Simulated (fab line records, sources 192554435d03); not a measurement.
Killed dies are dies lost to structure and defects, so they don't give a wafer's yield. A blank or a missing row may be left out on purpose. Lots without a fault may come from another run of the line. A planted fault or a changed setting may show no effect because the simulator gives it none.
Split-lot experiment | flow n5_finfet | 7 lots, 21 wafers read, on a route of 1938 steps

THE SPLIT
At N5_FIN_SAQP_PECVD_06 (deposits a-Si from SiH4/He, target thk 60 nm, time 48.1 s), the setting time_s was moved away from the recipe's 48.1 s on 4 of the 21 wafers read, by -11.0% to +11.9%. The other wafers ran this setting at the recipe's value.

FROM THE SPLIT TO THE READING: what the file shows between them, 6 steps
- N5_FIN_SAQP_THK_MEAS_07
- N5_FIN_SAQP_EXPOSE_13: exposes mask FIN CORE, target cd 35.6 nm (also split here: dose_mj)
- N5_FIN_SAQP_PEB_14: peb time 60 s
- N5_FIN_SAQP_DEVELOP_15: develop time 30 s
- N5_FIN_SAQP_HM_OPEN_73: chemistry CHF3/O2, target SiO2, stops on a-Si, target depth 12 nm, time 16.8 s
- N5_FIN_SAQP_STRIP_74: strips in CHF3/O2

THE READING
oes_product_au, in a.u., at N5_FIN_SAQP_MANDREL_ETCH_22 (etches a-Si in HBr/Cl2, stops on SiNx, target depth 60 nm, bt time 10 s, time 30 s). Fault-free wafers of this fab line usually give 0.775 a.u., standard deviation 0.01 a.u..

wafer  | tool, chamber at the split | time_s as run, s | against the recipe | oes_product_au, a.u. | against lot-mates on the recipe
L076.1 | pecvd-04, 0                | 48.1             | recipe             | 0.775                | -
L076.3 | pecvd-04, 1                | 50.07            | +4.1%              | 0.783                | +0.001
L076.6 | pecvd-04, 0                | 48.1             | recipe             | 0.789                | -
L082.2 | pecvd-04, 2                | 48.1             | recipe             | 0.780                | -
L082.4 | pecvd-04, 1                | 48.1             | recipe             | 0.796                | -
L082.5 | pecvd-04, 2                | 48.1             | recipe             | 0.773                | -
L088.1 | pecvd-01, 1                | 48.1             | recipe             | 0.756                | -
L088.3 | pecvd-01, 2                | 48.1             | recipe             | 0.765                | -
L088.4 | pecvd-01, 1                | 48.1             | recipe             | 0.775                | -
L090.1 | pecvd-01, 0                | 42.79            | -11.0%             | 0.714                | -0.052
L090.2 | pecvd-01, 2                | 48.1             | recipe             | 0.770                | -
L090.3 | pecvd-01, 1                | 48.1             | recipe             | 0.763                | -
L091.3 | pecvd-02, 0                | 48.1             | recipe             | 0.772                | -
L091.4 | pecvd-02, 2                | 48.1             | recipe             | 0.774                | -
L091.6 | pecvd-02, 1                | 48.1             | recipe             | 0.781                | -
L092.1 | pecvd-01, 0                | 48.1             | recipe             | 0.772                | -
L092.3 | pecvd-01, 1                | 53.8             | +11.9%             | 0.829                | +0.057
L092.4 | pecvd-01, 2                | 53.8             | +11.9%             | 0.834                | +0.062
L096.2 | pecvd-02, 1                | 48.1             | recipe             | 0.774                | -
L096.3 | pecvd-02, 2                | 48.1             | recipe             | 0.765                | -
L096.5 | pecvd-02, 1                | 48.1             | recipe             | 0.772                | -

THE FIT
A straight line over all 21 wafers: oes_product_au changes by +0.00496 a.u. for each +1% of time_s; r = +0.93; the points scatter about the line by 0.0091 a.u..
The same after taking each lot's own level away (the mean of its wafers on the recipe; 21 wafers): +0.00478 a.u. for each +1%; r = +0.95; scatter 0.0074 a.u..
On that fit, the largest move of time_s shifts the reading by 0.057 a.u..
The lots' own levels span 0.7653 to 0.7830 a.u., that is 1.8 times the standard deviation above.
So the lot-to-lot level changes the slope little: the two slopes agree.
Check: with one of the wafers moved furthest among these (+11.9%) left out of the fit, the line predicts +0.0555 a.u. for it against its lot-mates. It came out at +0.057 a.u. against them.

OTHER SPLITS ON THESE WAFERS
These wafers also went through other splits before the reading. Each is held against what the fit with the lots' levels taken away leaves over:
other split on the same wafers            | wafers away from the commonest value | r with oes_product_au (lot level and that fit taken away)
N5_PMOS_HMC_CHANNEL_EPI_PEB_07 peb_temp_c | 8                                    | +0.06
N5_PMOS_HMC_CHANNEL_EPI_DESCUM_14 time_s  | 7                                    | -0.04
N5_FIN_SAQP_EXPOSE_13 dose_mj             | 6                                    | +0.17

THE WHOLE CHAIN: every reading that the file lists as answering this split, in the file's order
step                        | what it does                                                                       | reading                                                                           | change (the file's fit)                   | r (the file's)
N5_FIN_SAQP_PECVD_06        | deposits a-Si from SiH4/He, target thk 60 nm, time 48.1 s                          | a-Si_of_FIN_SAQP_PECVD_06.thk_nm (the simulator's own value, which no gauge read) | +0.69 nm for each +1% of the setting      | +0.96
N5_FIN_SAQP_THK_MEAS_07     |                                                                                    | thk_nm                                                                            | withheld for each +1% of the setting      | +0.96
N5_FIN_SAQP_MANDREL_ETCH_22 | etches a-Si in HBr/Cl2, stops on SiNx, target depth 60 nm, bt time 10 s, time 30 s | oes_product_au                                                                    | +0.00462 a.u. for each +1% of the setting | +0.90
N5_FIN_SAQP_MANDREL_ETCH_22 | etches a-Si in HBr/Cl2, stops on SiNx, target depth 60 nm, bt time 10 s, time 30 s | etch.depth_nm (the simulator's own value, which no gauge read)                    | +0.686 nm for each +1% of the setting     | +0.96

THE FILE'S OWN FIT
oes_product_au changes by +0.00462 a.u. for each +1% of time_s, r = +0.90.
